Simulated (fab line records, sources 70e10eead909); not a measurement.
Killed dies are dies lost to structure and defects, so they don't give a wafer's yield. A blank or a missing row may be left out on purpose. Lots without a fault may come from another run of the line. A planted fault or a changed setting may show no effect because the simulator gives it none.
Which tool did it? | flow nand_harc | 11 lots, 33 wafers sampled, at 4 steps of a route of 1302

WHAT THE GAUGES READ, wafer by wafer
NHARC_P_GATE_CD_MEAS_26: target cd 120 nm.
lot  | measured     | on        | cd_nm (nm)
L673 | day 5 09:39  | cd_sem-02 | 118.9 118.8 119.0
L674 | day 5 23:08  | cd_sem-03 | 118.9 119.6 119.4
L675 | day 6 02:11  | cd_sem-03 | 120.3 120.2 120.1
L678 | day 7 21:56  | cd_sem-03 | 118.9 118.9 119.3
L679 | day 7 21:10  | cd_sem-03 | 119.6 119.6 120.1
L680 | day 8 06:51  | cd_sem-02 | 119.8 119.9 120.7
L682 | day 9 02:04  | cd_sem-02 | 119.3 119.0 119.3
L683 | day 9 13:19  | cd_sem-01 | 113.1 112.7 113.6 113.0 112.8 113.6
L686 | day 11 00:22 | cd_sem-02 | 120.1 119.8 120.6
L695 | day 14 11:01 | cd_sem-02 | 119.7 119.8 119.2
L694 | day 14 11:22 | cd_sem-03 | 119.5 121.0 120.6

WHICH TOOL RAN EACH LOT (tool, then ch and the chambers of the sampled wafers, then the start)
lot  | NHARC_P_STI_DESCUM_14             | NHARC_P_GATE_DESCUM_13             | NHARC_P_GATE_EXPOSE_23
L673 | rie_diel-08 ch 0,1,3, day 3 08:27 | rie_diel-11 ch 2,3, day 4 19:35    | arfi_scanner-03 ch 0, day 5 09:31
L674 | rie_diel-10 ch 0,1,2, day 3 17:02 | rie_diel-02 ch 0,1,2, day 5 08:20  | arfi_scanner-01 ch 0, day 5 23:01
L675 | rie_diel-08 ch 0,1,3, day 4 01:07 | rie_diel-02 ch 1,2,3, day 5 12:34  | arfi_scanner-03 ch 0, day 6 02:02
L678 | rie_diel-08 ch 1,2,3, day 5 16:12 | rie_diel-11 ch 1,2,3, day 7 04:27  | arfi_scanner-02 ch 0, day 7 21:48
L679 | rie_diel-10 ch 2,3, day 5 21:11   | rie_diel-06 ch 2,3, day 7 04:16    | arfi_scanner-01 ch 0, day 7 21:01
L680 | rie_diel-10 ch 1,2, day 6 03:58   | rie_diel-11 ch 0,3, day 7 16:28    | arfi_scanner-02 ch 0, day 8 06:43
L682 | rie_diel-09 ch 0,3, day 6 22:40   | rie_diel-06 ch 0,1, day 8 11:01    | arfi_scanner-02 ch 0, day 9 01:55
L683 | rie_diel-09 ch 0,1, day 7 09:49   | rie_diel-06 ch 2,3, day 8 23:19    | arfi_scanner-02 ch 0, day 9 13:10
L686 | rie_diel-10 ch 0,3, day 8 16:25   | rie_diel-11 ch 0,1,2, day 10 08:32 | arfi_scanner-02 ch 0, day 11 00:14
L695 | rie_diel-08 ch 0,3, day 12 05:25  | rie_diel-02 ch 0,2,3, day 13 20:29 | arfi_scanner-01 ch 0, day 14 10:53
L694 | rie_diel-09 ch 2,3, day 12 05:26  | rie_diel-11 ch 0,2,3, day 13 20:39 | arfi_scanner-03 ch 0, day 14 11:13
- NHARC_P_STI_DESCUM_14: chemistry O2, time 3 s.
- NHARC_P_GATE_DESCUM_13: chemistry O2, time 3 s.
- NHARC_P_GATE_EXPOSE_23: exposes mask P GATE, target cd 120 nm.

WHAT THE TOOLS THEMSELVES READ (means of the sampled wafers that have a number; where no wafer has one, the mark that the record gives instead)
NHARC_P_STI_DESCUM_14.
lot  | tool        | drypump_motor_current_A (A) | o2_flow_sccm (sccm) | oes_product_au (a.u.) | rf_vpp_V (V) | showerhead_plenum_p_Torr (Torr) | throttle_valve_pct (%)
L673 | rie_diel-08 | 5.2                         | 199.3               | 1.018                 | 57.4         | 1.88                            | 11.310
L674 | rie_diel-10 | 5.4                         | 200.2               | 0.999                 | 58.2         | 1.93                            | 11.310
L675 | rie_diel-08 | 5.2                         | 200.1               | 1.017                 | 58.0         | 1.88                            | 11.312
L678 | rie_diel-08 | 5.1                         | 199.8               | 1.009                 | 58.0         | 1.90                            | 11.318
L679 | rie_diel-10 | 5.1                         | 200.0               | 1.001                 | 57.7         | 1.84                            | 11.302
L680 | rie_diel-10 | 5.5                         | 200.4               | 1.006                 | 57.4         | 1.92                            | 11.312
L682 | rie_diel-09 | 5.3                         | 200.2               | 0.999                 | 58.5         | 1.96                            | 11.319
L683 | rie_diel-09 | 5.9                         | 199.5               | 1.009                 | 57.2         | 1.99                            | 11.317
L686 | rie_diel-10 | 5.0                         | 199.9               | 0.999                 | 57.6         | 1.85                            | 11.310
L695 | rie_diel-08 | 5.3                         | 199.8               | 0.989                 | 57.0         | 1.88                            | 11.313
L694 | rie_diel-09 | 5.1                         | 199.5               | 0.989                 | 57.9         | 1.94                            | 11.313

NHARC_P_GATE_DESCUM_13.
lot  | tool        | drypump_motor_current_A (A) | o2_flow_sccm (sccm) | oes_product_au (a.u.) | rf_vpp_V (V) | showerhead_plenum_p_Torr (Torr) | throttle_valve_pct (%)
L673 | rie_diel-11 | 6.0                         | 200.2               | 0.995                 | 58.4         | 1.94                            | 11.313
L674 | rie_diel-02 | 5.5                         | 200.7               | 0.995                 | 57.2         | 1.86                            | 11.307
L675 | rie_diel-02 | 5.7                         | 200.0               | 1.000                 | 58.4         | 1.87                            | 11.311
L678 | rie_diel-11 | 5.7                         | 200.2               | 0.998                 | 58.2         | 1.92                            | 11.318
L679 | rie_diel-06 | 6.1                         | 199.5               | 0.996                 | 57.9         | 1.98                            | 11.318
L680 | rie_diel-11 | 5.7                         | 200.1               | 0.989                 | 58.2         | 1.89                            | 11.315
L682 | rie_diel-06 | 5.5                         | 199.6               | 0.996                 | 58.1         | 1.89                            | 11.304
L683 | rie_diel-06 | 6.2                         | 199.9               | 0.986                 | 57.5         | 1.95                            | 11.316
L686 | rie_diel-11 | 5.7                         | 200.1               | 0.987                 | 57.3         | 1.92                            | 11.306
L695 | rie_diel-02 | 5.7                         | 200.6               | 1.000                 | 57.6         | 1.82                            | 11.309
L694 | rie_diel-11 | 5.9                         | 200.0               | 0.982                 | 57.5         | 1.92                            | 11.306

THE ANSWER, worked out from the rows above alone
Rule: what is usual is taken from the lots themselves. Put in order of their means at a reading, lots are off if they are a third of the lots or fewer, leave a main group of 4 or more, and stand apart from it by a gap of 3 or more times the standard deviation of the main group's means; of several such gaps the widest counts. A main group whose means are all the same, to the digits that the tables above print for the reading, isn't used. A lot without any number at a reading at which 4 lots or more have one is off too. The other lots that the step has rows for count as sound. The gauges are gone through in route order, then the tools' own readings, and for those a lot's mean is taken as printed above. The first step at which some lot is off is used, and at that step the reading that is off furthest; a lot without a number counts as furthest.
Off: L683, at NHARC_P_GATE_CD_MEAS_26 (cd_nm). The main group: mean 119.7 nm, standard deviation 0.51.
A tool fits if, at a process step before that reading, it ran every lot that is off, and no sound lot after the first of them. The gauges at NHARC_P_GATE_CD_MEAS_26 are tried like those tools. Can't be told from this: 2 tools fit, rie_diel-06 at NHARC_P_GATE_DESCUM_13, cd_sem-01 at NHARC_P_GATE_CD_MEAS_26.

WHAT THE SIMULATOR HAD PUT IN
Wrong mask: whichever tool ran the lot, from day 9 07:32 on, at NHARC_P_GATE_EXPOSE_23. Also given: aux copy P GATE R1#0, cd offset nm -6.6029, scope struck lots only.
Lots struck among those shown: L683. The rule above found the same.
